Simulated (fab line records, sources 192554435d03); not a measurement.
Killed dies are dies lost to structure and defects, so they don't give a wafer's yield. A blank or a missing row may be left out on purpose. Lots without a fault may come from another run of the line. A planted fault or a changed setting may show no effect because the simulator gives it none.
fab line records | flow n5_finfet | part 2 of 2: steps 5 to 6 of 6
record lots=24 wafers=72 last_day=19
route steps=1938 shown BEOL_M4@1060 BEOL_M5@1132
lots that met no fault: from a run of the same line without faults
start_h: hours from the record's first day to the start of the lot's first wafer shown | wait_h: hours since the lot's step before | " the same as in the row above | L1.1+2: a row that stands for several wafers | - no value, or no start given | * or withheld: withheld | < > ~ a bound
route shown NAME@n: a module of which the file shows steps, and the number in the route of the first | usual: mean/standard deviation of fault-free wafers | same: alike in all rows | chamber/n: place in a boat | sites: the reading at each site | _std_site: their standard deviation | _edge_site: outer sites' mean less inner sites' | radius_mm: how far each site lies from the wafer's centre | mask NAME#n: copy n | behind: the tool/chamber that last shaped the wafer | hold: why the lot was held/for how many hours/how that ended | device: the transistor (n, p or np) that didn't switch | end of line: the same wafers' tests at the end of the route | a step without rows: its recipe alone | killed: dies lost to structure and defects at the first sort, not the wafer's yield | map: a wafer's dies, x killed, . not, _ none there
set.NAME: the setting as run; set.NAME@STEP: as run at that earlier step | model.NAME: the simulator's own value behind a step, which no gauge read
steps of the route over a sample of lots; a table a step, a row a wafer
services: from which hour (start_h, from the record's first day; less than 0 if before it) a tool's chamber was out of use, for how many hours, and why
## steps
# step N5_BEOL_M4_DEP_57
# recipe material=SiCN target_thk_a=80 temp_c=withheld precursor=3MS/NH3 pressure_torr=3 rf_w=202 time_s=14
# usual showerhead_plenum_p_Torr=3.655/0.022 throttle_valve_pct=9.1/0.67
# columns lot.wafer tool chamber start_h wait_h showerhead_plenum_p_Torr throttle_valve_pct
L074.2 pecvd-04 1 163.74 0.0 3.645 8.5
L074.3 " 2 " " 3.677 8.3
L074.5 " 0 " " 3.667 10.1
L075.3 pecvd-01 1 169.64 0.0 3.642 10.0
L075.5 " 1 " " 3.651 9.8
L075.6 " 0 " " 3.636 10.4
L076.2 pecvd-03 1 170.30 0.0 3.673 9.2
L076.4 " 1 " " 3.674 9.1
L076.5 " 2 " " 3.687 8.4
L078.1 pecvd-03 1 187.43 0.0 3.668 9.3
L078.3 " 2 " " 3.680 8.5
L078.5 " 1 " " 3.666 9.3
L077.2 pecvd-04 2 189.00 0.0 3.674 8.5
L077.4 " 2 " " 3.680 8.7
L077.5 " 1 " " 3.637 8.6
L079.3 pecvd-01 0 193.32 0.0 3.648 10.2
L079.4 " 2 " " 3.634 9.0
L079.6 " 0 " " 3.629 10.3
L080.1 pecvd-03 0 199.35 0.0 3.620 9.0
L080.3 " 1 " " 3.667 9.3
L080.4 " 0 " " 3.620 8.9
L081.1 pecvd-03 1 212.76 0.0 3.675 9.1
L081.2 " 0 " " 3.622 8.9
L081.5 " 0 " " 3.613 9.1
L082.1 pecvd-03 1 227.20 0.0 3.664 9.3
L082.3 " 1 " " 3.679 9.6
L082.4 " 0 " " 3.620 9.1
L083.1 pecvd-01 0 231.58 0.0 3.644 10.2
L083.3 " 2 " " 3.632 8.8
L083.6 " 2 " " 3.635 8.7
L084.1 pecvd-03 1 234.35 0.0 3.675 9.3
L084.3 " 2 " " 3.685 8.2
L084.4 " 2 " " 3.687 7.6
L087.3 pecvd-01 2 256.17 0.0 3.629 8.7
L087.5 " 2 " " 3.633 8.9
L087.6 " 0 " " 3.645 10.2
L085.3 pecvd-03 0 259.43 0.0 3.620 8.9
L085.4 " 0 " " 3.631 8.6
L085.6 " 1 " " 3.678 9.3
L086.1 pecvd-04 2 259.48 0.0 3.683 8.5
L086.2 " 1 " " 3.644 8.5
L086.6 " 1 " " 3.638 8.6
L088.1 pecvd-04 0 261.53 0.0 3.679 10.1
L088.3 " 2 " " 3.675 8.6
L088.5 " 0 " " 3.664 10.2
L090.1 pecvd-03 2 262.78 0.0 3.688 8.3
L090.2 " 0 " " 3.620 9.1
L090.4 " 2 " " 3.680 8.2
L089.3 pecvd-01 1 267.27 0.0 3.660 9.9
L089.5 " 0 " " 3.626 10.3
L089.6 " 2 " " 3.633 8.6
L092.1 pecvd-01 1 284.60 0.0 3.652 9.8
L092.2 " 2 " " 3.623 8.8
L092.6 " 0 " " 3.638 10.3
L091.1 pecvd-04 1 287.69 0.0 3.646 8.5
L091.2 " 2 " " 3.675 8.4
L091.4 " 2 " " 3.674 8.3
L093.1 pecvd-04 1 289.39 0.0 3.638 8.7
L093.3 " 2 " " 3.685 8.4
L093.6 " 0 " " 3.671 10.2
L094.1 pecvd-03 2 293.12 0.0 3.679 8.3
L094.3 " 1 " " 3.676 9.3
L094.4 " 1 " " 3.672 9.4
L095.1 pecvd-03 1 293.74 0.0 3.673 9.3
L095.2 " 2 " " 3.686 8.1
L095.5 " 2 " " 3.678 8.3
L096.1 pecvd-03 2 319.36 0.0 3.688 8.0
L096.5 " 0 " " 3.622 9.1
L096.6 " 1 " " 3.663 9.3
L097.2 pecvd-01 2 322.34 0.0 3.637 8.9
L097.5 " 1 " " 3.664 9.9
L097.6 " 2 " " 3.643 9.1
# step N5_BEOL_M5_ETCH_62
# recipe chemistry=N2/H2 target=SOC target_depth_a=750 overetch_a=150 mask_material=SiARC temp_c=40 time_s=112.5 ion_energy_ev=200 pressure_mtorr=30 source_w=840 bias_w=150 n2_flow_sccm=200 h2_flow_sccm=200
# usual drypump_motor_current_A=5.8/0.4 oes_product_au=0.59/0.041 rf_vpp_V=524.5/2.2 showerhead_plenum_p_Torr=2.57/0.071 throttle_valve_pct=17.91/0.14
# columns lot.wafer tool chamber start_h wait_h drypump_motor_current_A oes_product_au rf_hours_counter_h rf_vpp_V showerhead_plenum_p_Torr throttle_valve_pct
L074.2 rie_diel-05 2 166.86 0.0 5.7 0.58 195 527.9 2.62 18.03
L074.3 " 0 " " 5.2 0.64 82 526.1 2.57 18.12
L074.5 " 1 " " 5.8 0.58 - 527.4 2.65 17.86
L075.3 rie_diel-03 0 173.38 0.0 6.3 0.58 202 522.5 2.51 17.83
L075.5 " 2 " " 5.5 0.58 - 525.0 2.53 17.68
L075.6 " 3 " " 5.6 0.55 - 523.9 2.52 17.95
L076.2 rie_diel-05 0 173.71 0.0 5.3 0.64 84 525.4 2.57 18.13
L076.4 " 2 " " 5.8 0.58 197 527.1 2.62 18.04
L076.5 " 1 " " 5.8 0.58 - 526.9 2.65 17.86
L078.1 rie_diel-04 0 191.45 0.0 5.4 0.67 65 528.4 2.69 17.65
L078.3 " 1 " " 6.2 0.60 147 521.8 2.55 18.04
L078.5 " 0 " " 5.4 0.66 - 528.1 2.69 17.61
L077.2 rie_diel-05 3 192.00 0.0 5.8 0.66 55 528.1 2.70 17.85
L077.4 " 2 " " 5.7 0.57 202 526.2 2.62 18.05
L077.5 " 2 " " 5.7 0.58 - 526.7 2.62 18.04
L079.3 rie_diel-03 0 200.00 0.0 6.3 0.58 210 525.0 2.51 17.84
L079.4 " 1 " " 6.0 0.68 42 520.0 2.48 17.78
L079.6 " 0 " " 6.4 0.58 - 523.8 2.51 17.83
L080.1 rie_diel-05 2 202.25 0.0 5.7 0.58 205 525.5 2.62 18.03
L080.3 " 1 " " 5.8 0.57 173 527.0 2.64 17.88
L080.4 " 0 " " 5.2 0.63 92 523.4 2.57 18.15
L081.1 rie_diel-05 2 216.24 0.0 5.7 0.57 210 525.5 2.62 18.05
L081.2 " 3 " " 5.7 0.65 63 526.9 2.70 17.87
L081.5 " 0 " " 5.2 0.63 - 523.3 2.56 18.14
L082.1 rie_diel-05 0 231.23 0.0 5.2 0.62 102 524.4 2.56 18.15
L082.3 " 1 " " 5.8 0.57 183 525.7 2.64 17.89
L082.4 " 3 " " 5.7 0.65 68 527.6 2.70 17.86
L083.1 rie_diel-04 0 234.98 0.0 5.4 0.66 79 528.2 2.68 17.64
L083.3 " 2 " " 6.5 0.56 218 522.5 2.52 17.87
L083.6 " 3 " " 6.5 0.56 - 523.4 2.53 17.86
L084.1 rie_diel-04 2 237.89 0.0 6.5 0.57 219 522.1 2.52 17.86
L084.3 " 0 " " 5.5 0.65 79 527.8 2.68 17.65
L084.4 " 3 " " 6.4 0.56 190 522.6 2.53 17.86
L087.3 rie_diel-03 2 259.69 0.0 5.5 0.57 203 524.1 2.52 17.72
L087.5 " 1 " " 6.0 0.66 - 522.7 2.48 17.81
L087.6 " 0 " " 6.3 0.57 - 521.0 2.50 17.87
L085.3 rie_diel-04 2 262.41 0.0 6.5 0.57 226 522.1 2.52 17.89
L085.4 " 1 " " 6.2 0.58 169 522.3 2.54 18.09
L085.6 " 1 " " 6.2 0.59 - 521.9 2.54 18.08
L086.1 rie_diel-03 2 262.61 0.0 5.5 0.57 204 525.1 2.52 17.73
L086.2 " 1 " " 6.0 0.66 59 522.2 2.48 17.79
L086.6 " 1 " " 6.0 0.66 - 521.4 2.48 17.80
L088.1 rie_diel-03 0 267.24 0.0 6.3 0.57 230 524.1 2.50 17.88
L088.3 " 3 " " 5.6 0.54 235 522.1 2.51 17.96
L088.5 " 3 " " 5.6 0.53 - 521.8 2.51 17.98
L090.1 rie_diel-05 3 267.33 0.0 5.7 0.64 78 528.5 2.69 17.90
L090.2 " 1 " " 5.8 0.56 193 526.8 2.63 17.92
L090.4 " 2 " " 5.7 0.56 225 525.5 2.61 18.08
L089.3 rie_diel-03 1 273.52 0.0 6.1 0.66 62 522.4 2.48 17.83
L089.5 " 3 " " 5.6 0.54 - 523.3 2.51 17.99
L089.6 " 2 " " 5.5 0.57 - 524.1 2.51 17.72
L092.1 rie_diel-05 1 288.29 0.0 5.8 0.56 198 525.5 2.63 17.92
L092.2 " 0 " " 5.2 0.61 118 524.8 2.55 18.18
L092.6 " 2 " " 5.7 0.56 - 525.7 2.61 18.09
L091.1 rie_diel-05 2 290.87 0.0 5.7 0.56 231 527.6 2.61 18.10
L091.2 " 0 " " 5.2 0.61 119 524.5 2.55 18.19
L091.4 " 1 " " 5.8 0.56 199 527.2 2.63 17.91
L093.1 rie_diel-04 2 294.38 0.0 6.5 0.57 236 522.4 2.52 17.89
L093.3 " 1 " " 6.2 0.58 178 521.9 2.53 18.10
L093.6 " 3 " " 6.5 0.55 - 523.0 2.52 17.85
L094.1 rie_diel-03 3 298.08 0.0 5.6 0.54 241 524.1 2.51 18.00
L094.3 " 1 " " 6.0 0.66 67 522.0 2.47 17.83
L094.4 " 2 " " 5.5 0.57 212 522.0 2.51 17.74
L095.1 rie_diel-05 2 300.34 0.0 5.7 0.56 234 526.6 2.61 18.09
L095.2 " 1 " " 5.8 0.56 202 526.0 2.63 17.93
L095.5 " 0 " " 5.2 0.61 - 523.6 2.55 18.20
L096.1 rie_diel-04 0 322.67 0.0 5.4 0.63 102 528.4 2.67 17.70
L096.5 " 2 " " 6.5 0.55 - 522.8 2.51 17.92
L096.6 " 3 " " 6.4 0.54 - 523.2 2.52 17.88
L097.2 rie_diel-03 0 326.06 0.0 6.3 0.55 245 524.5 2.49 17.90
L097.5 " 1 " " 6.1 0.65 - 521.0 2.47 17.83
L097.6 " 2 " " 5.5 0.56 - 521.7 2.51 17.75
## services
# columns tool chamber start_h hours kind
rie_diel-05 - 140.08 0.4 repair
rie_diel-01 0 154.18 - clean
rie_diel-01 0 154.18 - consumable_replace:focus_ring
rie_diel-01 0 154.18 33.0 scheduled_down
rie_diel-01 0 154.18 33.0 vent_cycle
rie_diel-06 1 164.44 9.9 repair
pvd_sputter-02 - 174.26 5.0 repair
pecvd-03 1 175.64 10.2 repair
rie_diel-01 3 177.60 5.2 repair
rie_diel-06 1 183.55 8.8 repair
pecvd-01 - 189.49 2.2 repair
rie_diel-02 0 212.15 22.1 repair
rie_diel-06 3 215.95 2.9 repair
pecvd-01 0 217.93 1.7 repair
rie_diel-03 1 235.73 2.8 repair
rie_diel-01 1 240.61 - clean
pecvd-04 - 247.94 0.7 repair
rie_diel-03 - 252.66 2.8 pm
rie_diel-04 3 264.39 11.2 repair
rie_diel-02 2 281.00 6.7 repair
rie_diel-04 0 290.08 9.8 repair
rie_diel-01 2 307.95 1.8 repair
rie_diel-03 3 308.45 5.8 repair
pecvd-01 - 312.06 6.0 pm
